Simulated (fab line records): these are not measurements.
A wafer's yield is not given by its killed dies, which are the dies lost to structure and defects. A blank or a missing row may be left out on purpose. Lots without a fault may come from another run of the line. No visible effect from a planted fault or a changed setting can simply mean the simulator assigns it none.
The tool behind it: which one? / flow nandHarc / 13 lots with 39 wafers sampled at 5 steps, on a route of 1159 steps

== WHAT THE GAUGES READ, wafer by wafer ==
NHARC_END_SORT_01. Usual: killedAtArray 29, standard deviation 11; killedAtOther 0.6, standard deviation 0.92; killedAtPeriphery 3.2, standard deviation 2; killedDies 33, standard deviation 11; killedOpen 3.2, standard deviation 2; killedShort 1.9, standard deviation 1.5.
lot=L845; measured=day 21 20:42; on=prober-01; killedAtArray=65 76 78; killedAtOther=2 0 0; killedAtPeriphery=3 6 6; killedDies=70 82 84; killedOpen=2 5 5; killedShort=0 3 1; flag=OFF
lot=L844; measured=day 22 16:13; on=prober-01; killedAtArray=77 74 80; killedAtOther=0 0 0; killedAtPeriphery=7 4 4; killedDies=84 78 84; killedOpen=7 7 6; killedShort=2 2 0; flag=OFF

== TOOL THAT RAN EACH LOT (tool first, then ch and the chambers of the sampled wafers, then the start) ==
lot=L834; NHARC_A_ONON_D1_DEP_00=pecvdOnon-02 ch 0, day 7 03:58; NHARC_THIN_TSV_ETCH_44=rieDiel-13 ch 1,2,3, day 18 15:39; NHARC_THIN_TSV_PVD_51=pvdSputter-03, day 18 20:11 or earlier; NHARC_THIN_TSV_PRE_CLEAN_54=pvdSputter-01, day 18 20:11
lot=L835; NHARC_A_ONON_D1_DEP_00=pecvdOnon-01 ch 0, day 7 21:04; NHARC_THIN_TSV_ETCH_44=rieDiel-10 ch 0,2,3, day 18 16:40; NHARC_THIN_TSV_PVD_51=pvdSputter-03, day 18 21:48 or earlier; NHARC_THIN_TSV_PRE_CLEAN_54=pvdSputter-03, day 18 21:48
lot=L836; NHARC_A_ONON_D1_DEP_00=pecvdOnon-04 ch 0, day 7 21:05; NHARC_THIN_TSV_ETCH_44=rieDiel-13 ch 1,2,3, day 19 03:32; NHARC_THIN_TSV_PVD_51=pvdSputter-01, day 19 08:14 or earlier; NHARC_THIN_TSV_PRE_CLEAN_54=pvdSputter-01, day 19 08:14
lot=L837; NHARC_A_ONON_D1_DEP_00=pecvdOnon-04 ch 0, day 8 13:47; NHARC_THIN_TSV_ETCH_44=rieDiel-13 ch 1,2,3, day 19 06:10; NHARC_THIN_TSV_PVD_51=pvdSputter-03, day 19 10:51 or earlier; NHARC_THIN_TSV_PRE_CLEAN_54=pvdSputter-03, day 19 10:51
lot=L838; NHARC_A_ONON_D1_DEP_00=pecvdOnon-02 ch 0, day 8 13:53; NHARC_THIN_TSV_ETCH_44=rieDiel-08 ch 0,1, day 19 04:46; NHARC_THIN_TSV_PVD_51=pvdSputter-01, day 19 09:19 or earlier; NHARC_THIN_TSV_PRE_CLEAN_54=pvdSputter-01, day 19 09:19
lot=L839; NHARC_A_ONON_D1_DEP_00=pecvdOnon-04 ch 0, day 8 22:11; NHARC_THIN_TSV_ETCH_44=rieDiel-10 ch 1,2,3, day 19 22:51; NHARC_THIN_TSV_PVD_51=pvdSputter-01, day 20 04:51 or earlier; NHARC_THIN_TSV_PRE_CLEAN_54=pvdSputter-01, day 20 04:51
lot=L840; NHARC_A_ONON_D1_DEP_00=pecvdOnon-02 ch 0, day 9 06:29; NHARC_THIN_TSV_ETCH_44=rieDiel-13 ch 0,1,2, day 20 14:07; NHARC_THIN_TSV_PVD_51=pvdSputter-01, day 20 18:37 or earlier; NHARC_THIN_TSV_PRE_CLEAN_54=pvdSputter-03, day 20 18:37
lot=L841; NHARC_A_ONON_D1_DEP_00=pecvdOnon-04 ch 0, day 9 06:40; NHARC_THIN_TSV_ETCH_44=rieDiel-13 ch 0,1,2, day 20 12:57; NHARC_THIN_TSV_PVD_51=pvdSputter-02, day 20 17:48 or earlier; NHARC_THIN_TSV_PRE_CLEAN_54=pvdSputter-03, day 20 17:48
lot=L843; NHARC_A_ONON_D1_DEP_00=pecvdOnon-04 ch 0, day 9 17:58; NHARC_THIN_TSV_ETCH_44=rieDiel-10 ch 0,1,3, day 20 21:04; NHARC_THIN_TSV_PVD_51=pvdSputter-02, day 21 02:39 or earlier; NHARC_THIN_TSV_PRE_CLEAN_54=pvdSputter-02, day 21 02:39
lot=L845; NHARC_A_ONON_D1_DEP_00=pecvdOnon-04 ch 0, day 10 14:55; NHARC_THIN_TSV_ETCH_44=rieDiel-13 ch 0,1, day 21 04:43; NHARC_THIN_TSV_PVD_51=pvdSputter-01, day 21 09:39 or earlier; NHARC_THIN_TSV_PRE_CLEAN_54=pvdSputter-02, day 21 09:39
lot=L844; NHARC_A_ONON_D1_DEP_00=pecvdOnon-04 ch 0, day 11 10:04; NHARC_THIN_TSV_ETCH_44=rieDiel-08 ch 0,1,3, day 22 00:36; NHARC_THIN_TSV_PVD_51=pvdSputter-01, day 22 05:14 or earlier; NHARC_THIN_TSV_PRE_CLEAN_54=pvdSputter-02, day 22 05:14
lot=L854; NHARC_A_ONON_D1_DEP_00=pecvdOnon-01 ch 0, day 12 05:04; NHARC_THIN_TSV_ETCH_44=rieDiel-08 ch 1,2,3, day 23 10:34; NHARC_THIN_TSV_PVD_51=pvdSputter-03, day 23 23:40 or earlier; NHARC_THIN_TSV_PRE_CLEAN_54=pvdSputter-01, day 23 23:40
lot=L856; NHARC_A_ONON_D1_DEP_00=pecvdOnon-01 ch 0, day 12 21:39; NHARC_THIN_TSV_ETCH_44=rieDiel-10 ch 1,2,3, day 24 08:10; NHARC_THIN_TSV_PVD_51=pvdSputter-01, day 24 14:03 or earlier; NHARC_THIN_TSV_PRE_CLEAN_54=pvdSputter-03, day 24 14:03
- NHARC_A_ONON_D1_DEP_00: target thk 1000 nm.
- NHARC_THIN_TSV_ETCH_44: etches the open film in CF4/O2, target depth 1594.2 nm, time 797.1 s.
- NHARC_THIN_TSV_PVD_51: deposits Cu, target thk 100 nm.
- NHARC_THIN_TSV_PRE_CLEAN_54: time 30 s.

== AS READ BY THE TOOLS THEMSELVES (means over the sampled wafers that have a number; for cases with no such wafer, the mark the record gives instead) ==
NHARC_A_ONON_D1_DEP_00. Usual: sih4FlowSccm at 210.0 sccm, with a standard deviation of 0.63.
lot=L834; tool=pecvdOnon-02; sih4FlowSccm (sccm)=209.5; flag=
lot=L835; tool=pecvdOnon-01; sih4FlowSccm (sccm)=209.8; flag=
lot=L836; tool=pecvdOnon-04; sih4FlowSccm (sccm)=210.0; flag=
lot=L837; tool=pecvdOnon-04; sih4FlowSccm (sccm)=210.7; flag=
lot=L838; tool=pecvdOnon-02; sih4FlowSccm (sccm)=210.9; flag=
lot=L839; tool=pecvdOnon-04; sih4FlowSccm (sccm)=210.2; flag=
lot=L840; tool=pecvdOnon-02; sih4FlowSccm (sccm)=209.5; flag=
lot=L841; tool=pecvdOnon-04; sih4FlowSccm (sccm)=210.6; flag=
lot=L843; tool=pecvdOnon-04; sih4FlowSccm (sccm)=210.6; flag=
lot=L845; tool=pecvdOnon-04; sih4FlowSccm (sccm)=209.4; flag=
lot=L844; tool=pecvdOnon-04; sih4FlowSccm (sccm)=211.4; flag=
lot=L854; tool=pecvdOnon-01; sih4FlowSccm (sccm)=209.9; flag=
lot=L856; tool=pecvdOnon-01; sih4FlowSccm (sccm)=210.7; flag=

NHARC_THIN_TSV_ETCH_44. Usual: biasW 800.0 W, standard deviation 2.1; drypumpMotorCurrentA 5.8 A, standard deviation 0.38; mfcArSccm 0.003 sccm, standard deviation 0.0066; oesProductAu 0.999 a.u., standard deviation 0.0077; rfFwdPowerW 299.6 W, standard deviation 0.85; rfVppV 793 V, standard deviation 4.9; showerheadPlenumPTorr 1.81 Torr, standard deviation 0.079; throttleValvePct 16.913 %, standard deviation 0.0087.
lot=L834; tool=rieDiel-13; biasW (W)=801.2; drypumpMotorCurrentA (A)=5.5; mfcArSccm (sccm)=0.001; oesProductAu (a.u.)=0.998; rfFwdPowerW (W)=299.1; rfVppV (V)=793; showerheadPlenumPTorr (Torr)=1.81; throttleValvePct (%)=16.905; flag=
lot=L835; tool=rieDiel-10; biasW (W)=797.8; drypumpMotorCurrentA (A)=5.8; mfcArSccm (sccm)=0.000; oesProductAu (a.u.)=0.997; rfFwdPowerW (W)=299.4; rfVppV (V)=790; showerheadPlenumPTorr (Torr)=1.76; throttleValvePct (%)=16.918; flag=
lot=L836; tool=rieDiel-13; biasW (W)=800.2; drypumpMotorCurrentA (A)=5.5; mfcArSccm (sccm)=0.001; oesProductAu (a.u.)=0.999; rfFwdPowerW (W)=299.6; rfVppV (V)=793; showerheadPlenumPTorr (Torr)=1.81; throttleValvePct (%)=16.907; flag=
lot=L837; tool=rieDiel-13; biasW (W)=799.3; drypumpMotorCurrentA (A)=5.5; mfcArSccm (sccm)=0.001; oesProductAu (a.u.)=0.999; rfFwdPowerW (W)=299.7; rfVppV (V)=793; showerheadPlenumPTorr (Torr)=1.81; throttleValvePct (%)=16.907; flag=
lot=L838; tool=rieDiel-08; biasW (W)=803.7; drypumpMotorCurrentA (A)=5.8; mfcArSccm (sccm)=0.000; oesProductAu (a.u.)=1.005; rfFwdPowerW (W)=300.3; rfVppV (V)=798; showerheadPlenumPTorr (Torr)=1.89; throttleValvePct (%)=16.908; flag=
lot=L839; tool=rieDiel-10; biasW (W)=799.3; drypumpMotorCurrentA (A)=5.9; mfcArSccm (sccm)=0.000; oesProductAu (a.u.)=0.996; rfFwdPowerW (W)=299.7; rfVppV (V)=791; showerheadPlenumPTorr (Torr)=1.77; throttleValvePct (%)=16.921; flag=
lot=L840; tool=rieDiel-13; biasW (W)=801.5; drypumpMotorCurrentA (A)=5.9; mfcArSccm (sccm)=0.008; oesProductAu (a.u.)=0.995; rfFwdPowerW (W)=299.5; rfVppV (V)=796; showerheadPlenumPTorr (Torr)=1.86; throttleValvePct (%)=16.910; flag=
lot=L841; tool=rieDiel-13; biasW (W)=801.8; drypumpMotorCurrentA (A)=5.9; mfcArSccm (sccm)=0.008; oesProductAu (a.u.)=0.997; rfFwdPowerW (W)=299.7; rfVppV (V)=796; showerheadPlenumPTorr (Torr)=1.86; throttleValvePct (%)=16.915; flag=
lot=L843; tool=rieDiel-10; biasW (W)=800.3; drypumpMotorCurrentA (A)=5.7; mfcArSccm (sccm)=0.000; oesProductAu (a.u.)=0.984; rfFwdPowerW (W)=300.2; rfVppV (V)=790; showerheadPlenumPTorr (Torr)=1.76; throttleValvePct (%)=16.908; flag=
lot=L845; tool=rieDiel-13; biasW (W)=800.2; drypumpMotorCurrentA (A)=6.0; mfcArSccm (sccm)=0.008; oesProductAu (a.u.)=1.001; rfFwdPowerW (W)=299.6; rfVppV (V)=800; showerheadPlenumPTorr (Torr)=1.92; throttleValvePct (%)=16.915; flag=
lot=L844; tool=rieDiel-08; biasW (W)=800.7; drypumpMotorCurrentA (A)=5.8; mfcArSccm (sccm)=0.003; oesProductAu (a.u.)=0.989; rfFwdPowerW (W)=299.3; rfVppV (V)=794; showerheadPlenumPTorr (Torr)=1.83; throttleValvePct (%)=16.914; flag=
lot=L854; tool=rieDiel-08; biasW (W)=798.2; drypumpMotorCurrentA (A)=5.6; mfcArSccm (sccm)=0.004; oesProductAu (a.u.)=1.000; rfFwdPowerW (W)=299.4; rfVppV (V)=794; showerheadPlenumPTorr (Torr)=1.81; throttleValvePct (%)=16.910; flag=
lot=L856; tool=rieDiel-10; biasW (W)=801.3; drypumpMotorCurrentA (A)=5.9; mfcArSccm (sccm)=0.000; oesProductAu (a.u.)=0.989; rfFwdPowerW (W)=298.9; rfVppV (V)=790; showerheadPlenumPTorr (Torr)=1.77; throttleValvePct (%)=16.920; flag=

NHARC_THIN_TSV_PVD_51. Usual: throttleValvePct at 30.5 %, with a standard deviation of 1.
lot=L834; tool=pvdSputter-03; throttleValvePct (%)=30.7; flag=
lot=L835; tool=pvdSputter-03; throttleValvePct (%)=31.0; flag=
lot=L836; tool=pvdSputter-01; throttleValvePct (%)=30.6; flag=
lot=L837; tool=pvdSputter-03; throttleValvePct (%)=30.9; flag=
lot=L838; tool=pvdSputter-01; throttleValvePct (%)=30.2; flag=
lot=L839; tool=pvdSputter-01; throttleValvePct (%)=30.0; flag=
lot=L840; tool=pvdSputter-01; throttleValvePct (%)=29.5; flag=
lot=L841; tool=pvdSputter-02; throttleValvePct (%)=30.5; flag=
lot=L843; tool=pvdSputter-02; throttleValvePct (%)=30.4; flag=
lot=L845; tool=pvdSputter-01; throttleValvePct (%)=31.1; flag=
lot=L844; tool=pvdSputter-01; throttleValvePct (%)=30.3; flag=
lot=L854; tool=pvdSputter-03; throttleValvePct (%)=30.6; flag=
lot=L856; tool=pvdSputter-01; throttleValvePct (%)=30.5; flag=

NHARC_THIN_TSV_PRE_CLEAN_54. Usual: heaterPowerW at 405 W, with a standard deviation of 42.
lot=L834; tool=pvdSputter-01; heaterPowerW (W)=365; flag=
lot=L835; tool=pvdSputter-03; heaterPowerW (W)=461; flag=
lot=L836; tool=pvdSputter-01; heaterPowerW (W)=391; flag=
lot=L837; tool=pvdSputter-03; heaterPowerW (W)=453; flag=
lot=L838; tool=pvdSputter-01; heaterPowerW (W)=382; flag=
lot=L839; tool=pvdSputter-01; heaterPowerW (W)=370; flag=
lot=L840; tool=pvdSputter-03; heaterPowerW (W)=448; flag=
lot=L841; tool=pvdSputter-03; heaterPowerW (W)=441; flag=
lot=L843; tool=pvdSputter-02; heaterPowerW (W)=377; flag=
lot=L845; tool=pvdSputter-02; heaterPowerW (W)=377; flag=
lot=L844; tool=pvdSputter-02; heaterPowerW (W)=376; flag=
lot=L854; tool=pvdSputter-01; heaterPowerW (W)=380; flag=
lot=L856; tool=pvdSputter-03; heaterPowerW (W)=460; flag=

== THE ANSWER, worked out from the rows above alone ==
Rule: lot off if the mean of its wafers having a number is beyond 3 standard deviations from the usual mean. Also off: a lot with no number at a reading for which 4 or more lots have one. Where the step has rows for the other lots, those lots are counted as sound. After the gauges, taken in route order, come the tools' own readings; for these a lot's mean is taken, as printed above. At the first step where some lot is off, the reading lying furthest off is the one used; lots without a number count as furthest.
Off: L845, L844 (NHARC_END_SORT_01, killedDies). Neither off nor sound, because the step has no rows for them: L834, L835, L836, L837, L838, L839, L840, L841, L843, L854, L856.
If a tool, at a process step before that reading, ran all the lots that are off and no sound lot after the first of them, it fits. Gauges at NHARC_END_SORT_01: tried the same way as those tools. NHARC_THIN_TSV_PVD_51 gives no start for some lots, so the hours and the order of its lots are those of NHARC_THIN_TSV_PRE_CLEAN_54. Can't be told from this: 4 tools fit, pecvdOnon-04 at NHARC_A_ONON_D1_DEP_00, pvdSputter-01 at NHARC_THIN_TSV_PVD_51, pvdSputter-02 at NHARC_THIN_TSV_PRE_CLEAN_54, prober-01 at NHARC_END_SORT_01.

== WHAT HAD BEEN PUT IN BY THE SIMULATOR ==
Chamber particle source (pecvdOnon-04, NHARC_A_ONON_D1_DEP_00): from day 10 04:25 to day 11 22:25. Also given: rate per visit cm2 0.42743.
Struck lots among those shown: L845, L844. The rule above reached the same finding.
